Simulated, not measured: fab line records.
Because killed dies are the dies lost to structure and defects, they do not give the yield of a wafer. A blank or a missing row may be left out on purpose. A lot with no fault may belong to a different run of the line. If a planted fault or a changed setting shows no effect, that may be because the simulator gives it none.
Struck lot and sound lot, side by side || flow n5_finfet || 37 steps out of a route of 1938
Sound: the wafers L562.4, L562.5, L562.6. Struck: wafers L545.2, L545.6. Last of all comes the cause.
Per side, at each step with rows, come the tool, then ch with its chambers, and then its first start. Under that, the readings that differ: sound wafers || struck wafers || difference of the means || sigmas: that difference in standard deviations of wafers without a fault.
alike: readings whose means differ by less than 2 such deviations, and words and numbers that are the same on both sides. not compared: withheld readings, readings that some wafer has no value for, bounds like >300 that may hide the same value, and numbers for which the record gives no deviation and whose values overlap.
Wherever a step has rows on one side only, a row that says differs or no value, or a row with sigmas, the two part there. When numbers do not overlap yet have no deviation, they are printed without sigmas and do not part them. A reading missing from all wafers of one side parts the sides only when that side holds two or more wafers.

first, 9 steps without rows for these wafers: N5_BEOL_M4_ANNEAL_95 (time 240 s); N5_BEOL_M4_SPUTTER_96 (material Cu, target thk 4.5 nm, time 8.29 s); N5_BEOL_M4_ECD_50 (material Cu, target thk 300 nm); N5_BEOL_M4_ANNEAL_51 (time 90 s); N5_BEOL_M4_CMP_52 (polishes, stops on SiOC, t overpolish 6.8 s, target thk 40 nm); N5_BEOL_M4_PRE_CLEAN_60 (time 15 s); N5_BEOL_M4_CO_CAP_55 (material Co, precursor CCTBA/H2, target thk 2 nm, time 102.1 s); N5_BEOL_M4_PRE_CLEAN_56 (time 15 s); N5_BEOL_M4_DEP_57 (deposits SiCN from 3MS/NH3, target thk 8 nm, time 14 s).
N5_BEOL_M4_RC_MEAS_101:
  sound on prober-02 ch 0, day 13 16:05; struck on prober-01 ch 0, day 8 20:48
{"reading": "DIBL_N (mV/V)", "sound": "35.5 36.7 33.2", "struck": "39.6 39.2", "difference": "+4.3", "sigmas": "+3"}
{"reading": "DIBL_P (mV/V)", "sound": "34.0 36.2 31.4", "struck": "38.3 39.1", "difference": "+4.8", "sigmas": "+2"}
{"reading": "IOFF_N (nA/um)", "sound": "0.13 0.15 0.10", "struck": "0.23 0.21", "difference": "+0.09", "sigmas": "+3"}
{"reading": "IOFF_P (nA/um)", "sound": "0.18 0.22 0.15", "struck": "0.27 0.30", "difference": "+0.10", "sigmas": "+2"}
{"reading": "ION_N (uA/um)", "sound": "673 663 646", "struck": "694 688", "difference": "+30", "sigmas": "+2"}
{"reading": "SS_N (mV/dec)", "sound": "70.5 70.8 70.2", "struck": "72.3 72.3", "difference": "+1.8", "sigmas": "+3"}
{"reading": "SS_P (mV/dec)", "sound": "72.0 73.2 71.6", "struck": "74.5 74.3", "difference": "+2.1", "sigmas": "+3"}
{"reading": "VT_N (mV)", "sound": "252 249 259", "struck": "244 246", "difference": -8, "sigmas": -2}
  alike: ION_P, VT_P
then, 24 steps without rows for these wafers: N5_BEOL_M5_ILD_DEP_00 (deposits SiCOH lowk from DEMS/porogen, target thk 140.64 nm, time 25.9 s); N5_BEOL_M5_CURE_79 (cures SiCOH lowk, time 240 s); N5_BEOL_M5_PECVD_70 (deposits SiO2 from TEOS/O2, target thk 16 nm, time 18 s); N5_BEOL_M5_HM_DEP_02 (deposits TiN, target thk 20 nm); N5_BEOL_M5_COAT_59 (time 60 s, resist thk 60 nm); N5_BEOL_M5_COAT_60 (time 60 s, resist thk 12 nm); N5_BEOL_M5_COAT_71 (time 60 s, resist thk 5 nm); N5_BEOL_M5_COAT_05 (resist thk 30 nm); N5_BEOL_M5_EBR_07; N5_BEOL_M5_SOFTBAKE_06 (time 60 s); N5_BEOL_M5_EXPOSE_08 (exposes mask M5, target cd 28 nm); N5_BEOL_M5_PEB_09 (peb time 60 s); N5_BEOL_M5_DEVELOP_10 (develop time 30 s); N5_BEOL_M5_DESCUM_16 (chemistry O2, time 7 s); N5_BEOL_M5_ETCH_72 (etches underlayer in N2/H2, target depth 6.5 nm, time 5.2 s); N5_BEOL_M5_ETCH_61 (etches SiARC in CF4, target depth 15.6 nm, time 26 s); N5_BEOL_M5_ETCH_62 (etches SOC in N2/H2, target depth 75 nm, overetch 15 nm, time 112.5 s); N5_BEOL_M5_STRIP_63 (strips in N2/H2); N5_BEOL_M5_STRIP_73 (strips in N2/H2); N5_BEOL_M5_STRIP_64 (strips in CF4); N5_BEOL_M5_HM_OPEN_17 (chemistry Cl2/BCl3, target TiN, target depth 20 nm, overetch 6 nm); N5_BEOL_M5_STRIP_19 (strips in O2); N5_BEOL_M5_COAT_65 (time 60 s, resist thk 60 nm); N5_BEOL_M5_COAT_66 (time 60 s, resist thk 12 nm).
-- record jumps: 4 days separate the struck wafers' starts on either side; left off in module BEOL_M5, taken up again in module BEOL_M15, whose first shown step is the route's number 1814 --
N5_BEOL_M15_ETCH_38: etches SiCN in CF4/N2, target depth 106.4 nm, time 120.5 s.
  sound on rie_diel-06 ch 0,1, day 17 12:00; struck on rie_diel-06 ch 0,1, day 12 14:24
  no value came back on the struck wafers for any of 7 readings (bias_w (W), cf4_flow_sccm (sccm) and others); on the sound wafers bias_w (W) reads 69.90 70.12 70.12
{"reading": "model.SiO2_of_BEOL_M15_ILD_DEP_00.thk_nm (nm)", "sound": "1594 1560 1561", "struck": "1635 1663", "difference": "+77", "sigmas": ""}
  not compared: rf_hours_counter_h
N5_BEOL_M15_CMP_49: polishes, stops on SiO2, t overpolish 4.9 s, target thk 850 nm.
  sound on cmp-04 ch 0,1,2, day 17 13:17; struck on cmp-03 ch 1, day 12 15:53
{"reading": "model.SiO2_of_BEOL_M15_ILD_DEP_00.thk_nm (nm)", "sound": "1579 1545 1546", "struck": "1620 1648", "difference": "+77", "sigmas": ""}
  alike: motor_current_A
N5_PASSIVATION_PROBE_49:
  the record has rows for the struck wafers here (prober-02, day 13 06:28) and none for the sound ones

## WHERE THEY PART
At N5_BEOL_M4_RC_MEAS_101 first; at N5_PASSIVATION_PROBE_49 last (within this record only).

WHY: the cause the simulator had injected
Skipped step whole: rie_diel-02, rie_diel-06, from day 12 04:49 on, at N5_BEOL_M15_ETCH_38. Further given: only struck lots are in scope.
